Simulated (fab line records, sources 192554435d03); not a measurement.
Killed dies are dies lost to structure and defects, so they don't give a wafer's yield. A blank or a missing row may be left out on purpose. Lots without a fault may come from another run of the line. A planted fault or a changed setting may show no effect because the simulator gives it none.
Chamber matching | flow n5_finfet | N5_BEOL_M2_STRIP_66 on rie_diel-03: 4 sister chambers
The step strips in CF4. 8 wafers are shown with their chamber, then 7 later ones without.

WAFERS WITH THEIR CHAMBER
wafer  | chamber | showerhead_plenum_p_Torr (Torr) | throttle_valve_pct (%)
L077.1 | 2       | 1.72                            | 13.59
L078.1 | 1       | 1.89                            | 13.08
L079.1 | 3       | 1.89                            | 13.49
L088.2 | 2       | 1.71                            | 13.64
L088.3 | 3       | 1.89                            | 13.51
L088.5 | 0       | 1.73                            | 13.61
L089.1 | 1       | 1.88                            | 13.14
L089.3 | 0       | 1.73                            | 13.66

WAFERS WITHOUT THEIR CHAMBER
wafer  | showerhead_plenum_p_Torr (Torr) | throttle_valve_pct (%)
L089.4 | 1.71                            | 13.62
L093.2 | 1.89                            | 13.54
L093.3 | 1.88                            | 13.15
L093.5 | 1.88                            | 13.15
L097.1 | 1.73                            | 13.66
L097.3 | 1.88                            | 13.17
L097.5 | 1.71                            | 13.66

WHICH CHAMBER EACH WENT THROUGH
wafer  | from the rows above | in truth
L089.4 | 2                   | 2
L093.2 | 3                   | 3
L093.3 | 1                   | 1
L093.5 | 1                   | 1
L097.1 | 0                   | 0
L097.3 | 1                   | 1
L097.5 | 2                   | 2
Placed correctly: 7 of 7. Can't be placed from these rows: 0. Placed wrongly: 0.
How it was worked out, from the rows above alone: a wafer's distance from a chamber is the root of the sum, over the readings, of the square of ((its reading less the chamber's mean) divided by the reading's scatter). The wafer belongs to the nearest chamber; if the next one is less than 2 further off, it can't be placed. A chamber's mean is the mean of its shown wafers. The scatter: the root of (the sum of the squares of (reading less its chamber's mean) over the shown wafers, divided by (wafers less chambers)).
